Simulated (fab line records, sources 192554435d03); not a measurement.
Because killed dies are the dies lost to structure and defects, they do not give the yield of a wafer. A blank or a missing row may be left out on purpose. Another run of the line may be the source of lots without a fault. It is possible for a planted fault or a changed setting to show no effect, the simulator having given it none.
What tool caused it? + flow n5_finfet + 10 lots, 28 wafers sampled, at 6 steps of a route of 1938

WHAT THE GAUGES READ, wafer by wafer
N5_BEOL_M2_THK_MEAS_01. Usual: M2_ILD_THK typically reads 78.6 nm, with standard deviation 1.1.
| lot  | measured     | on            | M2_ILD_THK (nm) | flag |
|------|--------------|---------------|-----------------|------|
| L204 | day 6 17:26  | film_metro-02 | 77.8 78.9 78.7  |      |
| L206 | day 7 01:44  | film_metro-01 | 78.3 80.0 79.4  |      |
| L205 | day 7 01:49  | film_metro-02 | 80.1 79.1 80.9  |      |
| L211 | day 8 21:01  | film_metro-01 | 76.5 78.5 77.9  |      |
| L212 | day 9 06:11  | film_metro-01 | 77.5 80.8 78.3  |      |
| L217 | day 10 00:53 | film_metro-01 | 108.8 78.6      | OFF  |
| L221 | day 10 18:54 | film_metro-01 | 106.8 77.7      | OFF  |
| L223 | day 12 03:28 | film_metro-01 | 77.7 77.9 78.6  |      |
| L224 | day 12 06:48 | film_metro-02 | 78.0 77.7 78.2  |      |
| L225 | day 12 15:16 | film_metro-01 | 77.6 80.1 80.4  |      |

N5_BEOL_M4_RC_MEAS_101. Usual: DIBL_N 36.4 mV/V, standard deviation 2.7; DIBL_P 36 mV/V, standard deviation 3.2; IOFF_N 0.16 nA/um, standard deviation 0.046; IOFF_P 0.21 nA/um, standard deviation 0.055; ION_N 677 uA/um, standard deviation 15; ION_P 464 uA/um, standard deviation 11; SS_N 71.5 mV/dec, standard deviation 0.79; SS_P 73.3 mV/dec, standard deviation 0.93; VT_N 250 mV, standard deviation 4.1; VT_P -251 mV, standard deviation 4.4.
| lot  | measured     | on        | DIBL_N (mV/V)  | DIBL_P (mV/V) | IOFF_N (nA/um) | IOFF_P (nA/um) | ION_N (uA/um) | ION_P (uA/um) | SS_N (mV/dec)  | SS_P (mV/dec)  | VT_N (mV)   | VT_P (mV)      | flag |
|------|--------------|-----------|----------------|---------------|----------------|----------------|---------------|---------------|----------------|----------------|-------------|----------------|------|
| L204 | day 7 22:32  | prober-02 | 37.0 43.5 39.5 | 35 44 38      | 0.16 0.32 0.22 | 0.21 0.42 0.29 | 680 733 692   | 467 500 479   | 71.0 72.7 71.5 | 73.8 76.2 73.5 | 249 242 244 | -249 -240 -245 |      |
| L206 | day 8 21:05  | prober-01 | 38.3 37.2 35.4 | 40 38 36      | 0.22 0.19 0.16 | 0.36 0.28 0.26 | 695 691 682   | 487 478 481   | 72.9 72.2 72.0 | 73.0 73.6 73.0 | 242 245 248 | -239 -242 -243 |      |
| L205 | day 9 09:14  | prober-02 | 36.1 37.3 37.3 | 36 37 38      | 0.15 0.18 0.18 | 0.20 0.23 0.24 | 674 681 689   | 469 471 474   | 70.7 71.8 71.7 | 72.6 74.1 73.8 | 250 247 246 | -248 -250 -248 |      |
| L211 | day 10 14:48 | prober-02 | 38.0 36.2 37.5 | 36 36 36      | 0.17 0.13 0.17 | 0.23 0.22 0.21 | 672 671 683   | 461 461 460   | 72.2 71.8 72.0 | 73.8 72.7 73.7 | 249 255 249 | -250 -250 -252 |      |
| L212 | day 10 19:54 | prober-01 | 37.4 38.3 39.2 | 37 37 40      | 0.14 0.16 0.18 | 0.21 0.23 0.28 | 667 686 690   | 468 472 473   | 71.6 71.9 71.7 | 73.1 73.2 74.1 | 254 251 247 | -250 -249 -247 |      |
| L217 | day 11 18:10 | prober-02 | 36.7           | 35            | 0.18           | 0.19           | 653           | 445           | 72.6           | 73.5           | 252         | -254           |      |
| L221 | day 12 22:53 | prober-02 | 37.8           | 41            | 0.18           | 0.22           | 671           | 450           | 72.3           | 73.9           | 251         | -253           |      |
| L223 | day 13 10:51 | prober-01 | 36.5 32.8 35.4 | 35 31 34      | 0.14 0.10 0.13 | 0.19 0.14 0.17 | 663 659 670   | 462 453 461   | 70.9 70.5 71.1 | 72.6 72.4 72.0 | 250 256 252 | -251 -256 -255 |      |
| L224 | day 14 04:37 | prober-02 | 36.8 37.1 37.0 | 37 38 38      | 0.19 0.20 0.17 | 0.23 0.23 0.23 | 697 694 673   | 475 466 466   | 71.2 71.2 71.6 | 72.9 73.8 74.1 | 246 246 247 | -248 -253 -251 |      |
| L225 | day 14 07:22 | prober-02 | 40.0 36.7 41.0 | 38 34 40      | 0.21 0.14 0.23 | 0.22 0.16 0.25 | 677 659 689   | 457 448 467   | 72.4 71.2 72.3 | 73.5 72.5 74.2 | 249 253 247 | -253 -257 -252 |      |

WHICH TOOL RAN EACH LOT (tool, then ch and the chambers of the sampled wafers, then the start)
| lot  | N5_BEOL_M1_SPUTTER_81        | N5_BEOL_M1_ANNEAL_82         | N5_BEOL_M1_SPUTTER_96        | N5_BEOL_M2_ILD_DEP_00           |
|------|------------------------------|------------------------------|------------------------------|---------------------------------|
| L204 | pvd_sputter-02, day 6 14:49  | pvd_sputter-02, day 6 14:53  | pvd_sputter-02, day 6 16:08  | pecvd-03 ch 0,2, day 6 17:22    |
| L206 | pvd_sputter-02, day 6 23:14  | pvd_sputter-02, day 6 23:19  | pvd_sputter-02, day 7 00:34  | pecvd-03 ch 0,1, day 7 01:40    |
| L205 | pvd_sputter-01, day 6 23:18  | pvd_sputter-01, day 6 23:23  | pvd_sputter-01, day 7 00:37  | pecvd-01 ch 0,1,2, day 7 01:46  |
| L211 | pvd_sputter-01, day 8 18:31  | pvd_sputter-01, day 8 18:36  | pvd_sputter-01, day 8 19:50  | pecvd-01 ch 1,2, day 8 20:57    |
| L212 | pvd_sputter-01, day 9 03:41  | pvd_sputter-01, day 9 03:46  | pvd_sputter-01, day 9 05:00  | pecvd-01 ch 1,2, day 9 06:07    |
| L217 | pvd_sputter-02, day 9 22:23  | pvd_sputter-02, day 9 22:28  | pvd_sputter-02, day 9 23:43  | pecvd-01 ch 0,2, day 10 00:50   |
| L221 | pvd_sputter-03, day 10 16:22 | pvd_sputter-03, day 10 16:27 | pvd_sputter-03, day 10 17:41 | pecvd-01 ch 0,1, day 10 18:50   |
| L223 | pvd_sputter-02, day 12 00:58 | pvd_sputter-02, day 12 01:02 | pvd_sputter-02, day 12 02:17 | pecvd-03 ch 0,1,2, day 12 03:23 |
| L224 | pvd_sputter-02, day 12 04:07 | pvd_sputter-02, day 12 04:12 | pvd_sputter-02, day 12 05:26 | pecvd-02 ch 0,1,2, day 12 06:44 |
| L225 | pvd_sputter-03, day 12 12:35 | pvd_sputter-03, day 12 12:40 | pvd_sputter-03, day 12 13:55 | pecvd-03 ch 1,2, day 12 15:11   |
- N5_BEOL_M1_SPUTTER_81: material Cu, target thk 4.5 nm, time 8.29 s.
- N5_BEOL_M1_ANNEAL_82: time 240 s.
- N5_BEOL_M1_SPUTTER_96: material Cu, target thk 4.5 nm, time 8.29 s.
- N5_BEOL_M2_ILD_DEP_00: deposits SiOC from DEMS/O2, target thk 79 nm, time 15.3 s.

WHAT THE TOOLS THEMSELVES READ (means of the sampled wafers that have a number; where no wafer has one, the mark that the record gives instead)
N5_BEOL_M1_SPUTTER_81. Usual: chamber_pressure_pa 0.06998 Pa, standard deviation 0.00014; throttle_valve_pct 29.7 %, standard deviation 1.
| lot  | tool           | chamber_pressure_pa (Pa) | throttle_valve_pct (%) | flag |
|------|----------------|--------------------------|------------------------|------|
| L204 | pvd_sputter-02 | 0.06989                  | 30.4                   |      |
| L206 | pvd_sputter-02 | 0.06996                  | 30.3                   |      |
| L205 | pvd_sputter-01 | 0.06998                  | 29.4                   |      |
| L211 | pvd_sputter-01 | 0.07010                  | 29.3                   |      |
| L212 | pvd_sputter-01 | 0.06996                  | 29.9                   |      |
| L217 | pvd_sputter-02 | 0.06976                  | 28.8                   |      |
| L221 | pvd_sputter-03 | 0.06995                  | 28.5                   |      |
| L223 | pvd_sputter-02 | 0.06991                  | 30.6                   |      |
| L224 | pvd_sputter-02 | 0.06999                  | 30.3                   |      |
| L225 | pvd_sputter-03 | 0.06993                  | 29.7                   |      |

N5_BEOL_M1_ANNEAL_82. Usual: 821 W for heater_power_w, sd 61.
| lot  | tool           | heater_power_w (W) | flag |
|------|----------------|--------------------|------|
| L204 | pvd_sputter-02 | 812                |      |
| L206 | pvd_sputter-02 | 831                |      |
| L205 | pvd_sputter-01 | 759                |      |
| L211 | pvd_sputter-01 | 830                |      |
| L212 | pvd_sputter-01 | 785                |      |
| L217 | pvd_sputter-02 | 818                |      |
| L221 | pvd_sputter-03 | 776                |      |
| L223 | pvd_sputter-02 | 846                |      |
| L224 | pvd_sputter-02 | 824                |      |
| L225 | pvd_sputter-03 | 852                |      |

N5_BEOL_M1_SPUTTER_96. Usual: chamber_pressure_pa 0.07004 Pa, standard deviation 0.00014; throttle_valve_pct 29.7 %, standard deviation 1.
| lot  | tool           | chamber_pressure_pa (Pa) | throttle_valve_pct (%) | flag |
|------|----------------|--------------------------|------------------------|------|
| L204 | pvd_sputter-02 | 0.07009                  | 30.2                   |      |
| L206 | pvd_sputter-02 | 0.07014                  | 30.1                   |      |
| L205 | pvd_sputter-01 | 0.07000                  | 29.3                   |      |
| L211 | pvd_sputter-01 | 0.07002                  | 29.3                   |      |
| L212 | pvd_sputter-01 | 0.07011                  | 29.9                   |      |
| L217 | pvd_sputter-02 | 0.06989                  | 29.1                   |      |
| L221 | pvd_sputter-03 | 0.07001                  | 28.3                   |      |
| L223 | pvd_sputter-02 | 0.07007                  | 30.5                   |      |
| L224 | pvd_sputter-02 | 0.07000                  | 30.3                   |      |
| L225 | pvd_sputter-03 | 0.07005                  | 29.6                   |      |

N5_BEOL_M2_ILD_DEP_00. Usual: heater_power_w 468 W, standard deviation 77; showerhead_plenum_p_Torr 5.691 Torr, standard deviation 0.014; throttle_valve_pct 11.9 %, standard deviation 0.63.
| lot  | tool     | heater_power_w (W) | showerhead_plenum_p_Torr (Torr) | throttle_valve_pct (%) | flag |
|------|----------|--------------------|---------------------------------|------------------------|------|
| L204 | pecvd-03 | 417                | 5.687                           | 11.5                   |      |
| L206 | pecvd-03 | 351                | 5.688                           | 11.7                   |      |
| L205 | pecvd-01 | 508                | 5.695                           | 11.7                   |      |
| L211 | pecvd-01 | 516                | 5.695                           | 11.9                   |      |
| L212 | pecvd-01 | 559                | 5.692                           | 11.7                   |      |
| L217 | pecvd-01 | 474                | 5.715                           | 11.6                   |      |
| L221 | pecvd-01 | 542                | 5.690                           | 11.8                   |      |
| L223 | pecvd-03 | 452                | 5.698                           | 11.6                   |      |
| L224 | pecvd-02 | 434                | 5.687                           | 12.4                   |      |
| L225 | pecvd-03 | 431                | 5.680                           | 11.7                   |      |

THE ANSWER, worked out from the rows above alone
Rule: a lot is off if the mean of its wafers that have a number lies more than 3 standard deviations from the usual mean. A lot without any number at a reading at which 4 lots or more have one is off too. Any other lot the step has rows for is counted as sound. The gauges are gone through in route order, then the tools' own readings, and for those a lot's mean is taken as printed above. At the first step where some lot is off, the reading lying furthest off is the one used; lots without a number count as furthest.
Off: L217, L221, seen at N5_BEOL_M2_THK_MEAS_01 (M2_ILD_THK).
A tool fits if, at a process step before that reading, it ran every lot that is off, and no sound lot after the first of them. The gauges at N5_BEOL_M2_THK_MEAS_01 are tried like those tools. One candidate fits, namely pecvd-01 at N5_BEOL_M2_ILD_DEP_00. Its last sound lot is L212 (day 9 06:07), its first lot that is off L217 (day 10 00:50): a fault that began between those two fits.

WHAT THE SIMULATOR HAD PUT IN
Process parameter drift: pecvd-01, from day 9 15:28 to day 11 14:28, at N5_BEOL_M2_ILD_DEP_00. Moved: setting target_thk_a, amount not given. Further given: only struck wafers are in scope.
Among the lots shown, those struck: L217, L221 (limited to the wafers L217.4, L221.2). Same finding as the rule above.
